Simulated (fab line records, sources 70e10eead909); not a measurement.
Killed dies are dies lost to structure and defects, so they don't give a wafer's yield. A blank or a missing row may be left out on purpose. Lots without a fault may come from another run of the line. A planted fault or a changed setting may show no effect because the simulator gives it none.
Which tool did it? | flow nand_harc | 14 lots, 42 wafers sampled, at 5 steps of a route of 1302

WHAT THE GAUGES READ, wafer by wafer
NHARC_A_M1_CD_MEAS_09: target cd 120 nm. Usual: cd_nm 119.9 nm, standard deviation 0.59.
lot  | measured     | on        | cd_nm (nm)                          | flag
L538 | day 23 09:03 | cd_sem-03 | 120.3 120.4 119.9                   |
L539 | day 23 11:32 | cd_sem-03 | 119.2 119.4 120.6                   |
L542 | day 23 22:45 | cd_sem-01 | 120.5 121.3 120.6                   |
L540 | day 24 01:13 | cd_sem-02 | 120.2 119.8 120.4                   |
L541 | day 24 09:34 | cd_sem-01 | 120.0 120.7 120.9                   |
L543 | day 25 16:48 | cd_sem-01 | 119.8 119.5 120.2                   |
L552 | day 28 22:40 | cd_sem-03 | 101.4 101.4 100.5 101.3 101.3 100.4 | OFF
L553 | day 29 04:25 | cd_sem-03 | 104.7 104.6 105.5 104.3 104.1 105.0 | OFF
L554 | day 30 01:31 | cd_sem-01 | 120.2 119.8 120.4                   |
L556 | day 30 03:19 | cd_sem-02 | 119.6 120.0 120.3                   |
L557 | day 31 08:26 | cd_sem-02 | 119.5 120.1 120.5                   |
L558 | day 31 14:59 | cd_sem-03 | 119.0 120.3 119.4                   |
L560 | day 32 02:23 | cd_sem-03 | 119.5 119.6 119.5                   |
L561 | day 32 03:29 | cd_sem-02 | 119.1 120.0 119.8                   |

WHICH TOOL RAN EACH LOT (tool, then ch and the chambers of the sampled wafers, then the start)
lot  | NHARC_A_BLC_STRIP_21               | NHARC_A_BLC_CMP_25            | NHARC_A_M0_ETCH_15                            | NHARC_A_M1_EXPOSE_06
L538 | rie_diel-06 ch 0,1, day 23 02:23   | cmp-04 ch 1,2,3, day 23 03:46 | rie_diel-07 ch 0,3, day 23 08:55 or earlier   | arfi_scanner-01 ch 0, day 23 08:55
L539 | rie_diel-06 ch 1,2, day 23 04:55   | cmp-02 ch 1,2, day 23 06:19   | rie_diel-07 ch 1,2,3, day 23 11:24 or earlier | arfi_scanner-03 ch 0, day 23 11:24
L542 | rie_diel-08 ch 1,3, day 23 15:58   | cmp-02 ch 0,2,3, day 23 17:22 | rie_diel-01 ch 0,3, day 23 22:37 or earlier   | arfi_scanner-02 ch 0, day 23 22:37
L540 | rie_diel-09 ch 0,2,3, day 23 18:16 | cmp-02 ch 0,1,2, day 23 19:40 | rie_diel-05 ch 0,1,3, day 24 01:05 or earlier | arfi_scanner-01 ch 0, day 24 01:05
L541 | rie_diel-08 ch 1,2,3, day 24 02:56 | cmp-01 ch 0,1,3, day 24 04:23 | rie_diel-05 ch 0,2,3, day 24 09:26 or earlier | arfi_scanner-03 ch 0, day 24 09:26
L543 | rie_diel-06 ch 0,1,2, day 25 10:16 | cmp-04 ch 0,1,3, day 25 11:44 | rie_diel-07 ch 0,1,2, day 25 16:40 or earlier | arfi_scanner-03 ch 0, day 25 16:40
L552 | rie_diel-09 ch 0,1,2, day 28 15:44 | cmp-04 ch 0,3, day 28 17:07   | rie_diel-05 ch 1,2, day 28 22:32 or earlier   | arfi_scanner-01 ch 0, day 28 22:32
L553 | rie_diel-09 ch 0,2, day 28 21:33   | cmp-01 ch 0,1,2, day 28 22:57 | rie_diel-01 ch 0,1,3, day 29 04:16 or earlier | arfi_scanner-01 ch 0, day 29 04:16
L554 | rie_diel-09 ch 0,3, day 29 18:51   | cmp-01 ch 0,1,2, day 29 20:20 | rie_diel-07 ch 2,3, day 30 01:22 or earlier   | arfi_scanner-03 ch 0, day 30 01:22
L556 | rie_diel-08 ch 1,2,3, day 29 20:37 | cmp-02 ch 0,1, day 29 22:01   | rie_diel-05 ch 2,3, day 30 03:10 or earlier   | arfi_scanner-03 ch 0, day 30 03:10
L557 | rie_diel-08 ch 0,2,3, day 31 01:35 | cmp-01 ch 0,1,2, day 31 03:05 | rie_diel-05 ch 0,1,2, day 31 08:19 or earlier | arfi_scanner-02 ch 0, day 31 08:19
L558 | rie_diel-06 ch 0,2,3, day 31 07:45 | cmp-02 ch 1,2, day 31 09:35   | rie_diel-07 ch 0,1,3, day 31 14:50 or earlier | arfi_scanner-02 ch 0, day 31 14:50
L560 | rie_diel-08 ch 1,2,3, day 31 19:44 | cmp-01 ch 1,2, day 31 21:08   | rie_diel-05 ch 0,1,2, day 32 02:14 or earlier | arfi_scanner-02 ch 0, day 32 02:14
L561 | rie_diel-08 ch 1,2,3, day 31 20:46 | cmp-01 ch 0,2,3, day 31 22:12 | rie_diel-05 ch 2,3, day 32 03:21 or earlier   | arfi_scanner-02 ch 0, day 32 03:21
- NHARC_A_BLC_STRIP_21: strips in O2.
- NHARC_A_BLC_CMP_25: polishes, t overpolish 30 s, target thk 150 nm.
- NHARC_A_M0_ETCH_15: etches the open film in C4F8/Ar, target depth 150 nm, overetch 15 nm, time 82.5 s.
- NHARC_A_M1_EXPOSE_06: exposes mask A M1, target cd 120 nm.

WHAT THE TOOLS THEMSELVES READ (means of the sampled wafers that have a number; where no wafer has one, the mark that the record gives instead)
NHARC_A_BLC_STRIP_21. Usual: drypump_motor_current_A 5.9 A, standard deviation 0.58; oes_product_au 1.000 a.u., standard deviation 0.0099; rf_vpp_V 57.6 V, standard deviation 0.86; showerhead_plenum_p_Torr 3.43 Torr, standard deviation 0.099; throttle_valve_pct 17.037 %, standard deviation 0.0092.
lot  | tool        | drypump_motor_current_A (A) | oes_product_au (a.u.) | rf_vpp_V (V) | showerhead_plenum_p_Torr (Torr) | throttle_valve_pct (%) | flag
L538 | rie_diel-06 | 6.4                         | 0.992                 | 58.0         | 3.32                            | 17.051                 |
L539 | rie_diel-06 | 6.1                         | 1.006                 | 57.2         | 3.40                            | 17.037                 |
L542 | rie_diel-08 | 6.2                         | 0.995                 | 56.9         | 3.47                            | 17.041                 |
L540 | rie_diel-09 | 5.4                         | 1.002                 | 57.6         | 3.48                            | 17.042                 |
L541 | rie_diel-08 | 6.1                         | 0.990                 | 58.2         | 3.49                            | 17.037                 |
L543 | rie_diel-06 | 6.3                         | 1.000                 | 57.7         | 3.38                            | 17.032                 |
L552 | rie_diel-09 | 5.5                         | 0.992                 | 58.0         | 3.47                            | 17.036                 |
L553 | rie_diel-09 | 5.2                         | 0.989                 | 56.8         | 3.40                            | 17.045                 |
L554 | rie_diel-09 | 5.4                         | 1.003                 | 57.6         | 3.47                            | 17.030                 |
L556 | rie_diel-08 | 6.0                         | 0.996                 | 58.5         | 3.49                            | 17.030                 |
L557 | rie_diel-08 | 5.6                         | 0.994                 | 58.8         | 3.50                            | 17.046                 |
L558 | rie_diel-06 | 5.9                         | 1.000                 | 58.1         | 3.38                            | 17.032                 |
L560 | rie_diel-08 | 6.1                         | 0.999                 | 57.7         | 3.49                            | 17.034                 |
L561 | rie_diel-08 | 6.0                         | 1.003                 | 57.8         | 3.49                            | 17.036                 |

NHARC_A_BLC_CMP_25. Usual: motor_current_A 11.9 A, standard deviation 1.1; overpolish_run_s 30.001 s, standard deviation 0.0093; slurry_flow_ml_min 150.0, standard deviation 0.44; time_to_endpoint_s 31.0 s, standard deviation 2.8.
lot  | tool   | motor_current_A (A) | overpolish_run_s (s) | slurry_flow_ml_min | time_to_endpoint_s (s) | flag
L538 | cmp-04 | 12.0                | 29.996               | 150.0              | 31.7                   |
L539 | cmp-02 | 10.8                | 30.001               | 150.1              | 32.2                   |
L542 | cmp-02 | 11.6                | 30.004               | 150.0              | 30.7                   |
L540 | cmp-02 | 11.6                | 30.001               | 149.6              | 34.9                   |
L541 | cmp-01 | 13.0                | 29.994               | 149.4              | 30.2                   |
L543 | cmp-04 | 11.7                | 30.004               | 150.0              | 27.2                   |
L552 | cmp-04 | 11.5                | 30.002               | 150.4              | 29.1                   |
L553 | cmp-01 | 12.3                | 30.005               | 150.1              | 29.2                   |
L554 | cmp-01 | 12.0                | 30.006               | 150.0              | 31.6                   |
L556 | cmp-02 | 11.3                | 30.002               | 149.8              | 35.8                   |
L557 | cmp-01 | 12.6                | 30.007               | 149.8              | 30.8                   |
L558 | cmp-02 | 10.6                | 30.011               | 150.2              | 28.2                   |
L560 | cmp-01 | 11.6                | 29.996               | 150.5              | 30.2                   |
L561 | cmp-01 | 12.8                | 30.011               | 149.9              | 30.2                   |

NHARC_A_M0_ETCH_15. Usual: oes_product_au 0.945 a.u., standard deviation 0.021; rf_fwd_power_W 595.4 W, standard deviation 1.8; rf_vpp_V 440.7 V, standard deviation 2.6.
lot  | tool        | oes_product_au (a.u.) | rf_fwd_power_W (W) | rf_vpp_V (V) | flag
L538 | rie_diel-07 | 0.946                 | 594.7              | 438.3        |
L539 | rie_diel-07 | 0.956                 | 596.8              | 439.3        |
L542 | rie_diel-01 | 0.927                 | 596.8              | 441.2        |
L540 | rie_diel-05 | 0.958                 | 595.5              | 441.4        |
L541 | rie_diel-05 | 0.938                 | 595.6              | 442.1        |
L543 | rie_diel-07 | 0.963                 | 593.8              | 437.7        |
L552 | rie_diel-05 | 0.923                 | 595.3              | 440.5        |
L553 | rie_diel-01 | 0.936                 | 597.6              | 441.5        |
L554 | rie_diel-07 | 0.957                 | 593.9              | 437.9        |
L556 | rie_diel-05 | 0.971                 | 595.6              | 442.6        |
L557 | rie_diel-05 | 0.923                 | 595.3              | 440.6        |
L558 | rie_diel-07 | 0.930                 | 594.7              | 438.7        |
L560 | rie_diel-05 | 0.937                 | 596.9              | 440.5        |
L561 | rie_diel-05 | 0.923                 | 597.5              | 443.6        |

NHARC_A_M1_EXPOSE_06. Usual: exposure_dose_mJ_cm2 75.11, standard deviation 0.076.
lot  | tool            | exposure_dose_mJ_cm2 | flag
L538 | arfi_scanner-01 | 75.09                |
L539 | arfi_scanner-03 | 75.11                |
L542 | arfi_scanner-02 | 75.13                |
L540 | arfi_scanner-01 | 75.11                |
L541 | arfi_scanner-03 | 75.14                |
L543 | arfi_scanner-03 | 75.12                |
L552 | arfi_scanner-01 | 54.27                | OFF
L553 | arfi_scanner-01 | 58.35                | OFF
L554 | arfi_scanner-03 | 75.16                |
L556 | arfi_scanner-03 | 75.12                |
L557 | arfi_scanner-02 | 75.13                |
L558 | arfi_scanner-02 | 75.21                |
L560 | arfi_scanner-02 | 75.01                |
L561 | arfi_scanner-02 | 75.11                |

THE ANSWER, worked out from the rows above alone
Rule: a lot is off if the mean of its wafers that have a number lies more than 3 standard deviations from the usual mean. A lot without any number at a reading at which 4 lots or more have one is off too. The other lots that the step has rows for count as sound. The gauges are gone through in route order, then the tools' own readings, and for those a lot's mean is taken as printed above. The first step at which some lot is off is used, and at that step the reading that is off furthest; a lot without a number counts as furthest.
Off: L552, L553, at NHARC_A_M1_CD_MEAS_09 (cd_nm).
A tool fits if, at a process step before that reading, it ran every lot that is off, and no sound lot after the first of them. The gauges at NHARC_A_M1_CD_MEAS_09 aren't tried: what is off there is off at NHARC_A_M1_EXPOSE_06 too, on other tools, and a gauge's error can't cause that. NHARC_A_M0_ETCH_15 gives no start for some lots, so the hours and the order of its lots are those of NHARC_A_M1_EXPOSE_06. One fits: arfi_scanner-01 at NHARC_A_M1_EXPOSE_06. Its last sound lot is L540 (day 24 01:05), its first lot that is off L552 (day 28 22:32): a fault that began between those two fits.
The tool's own readings at NHARC_A_M1_EXPOSE_06 bear it out: on the lots that are off they differ by more than 5 times the standard deviation of the sound lots' means. exposure_dose_mJ_cm2 reads 56.31 there against 75.12 on the sound lots.

WHAT THE SIMULATOR HAD PUT IN
Process parameter drift: arfi_scanner-01, from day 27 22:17 on, at NHARC_A_M1_EXPOSE_06. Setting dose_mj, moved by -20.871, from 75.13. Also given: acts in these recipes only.
Lots struck among those shown: L552, L553. The rule above found the same.
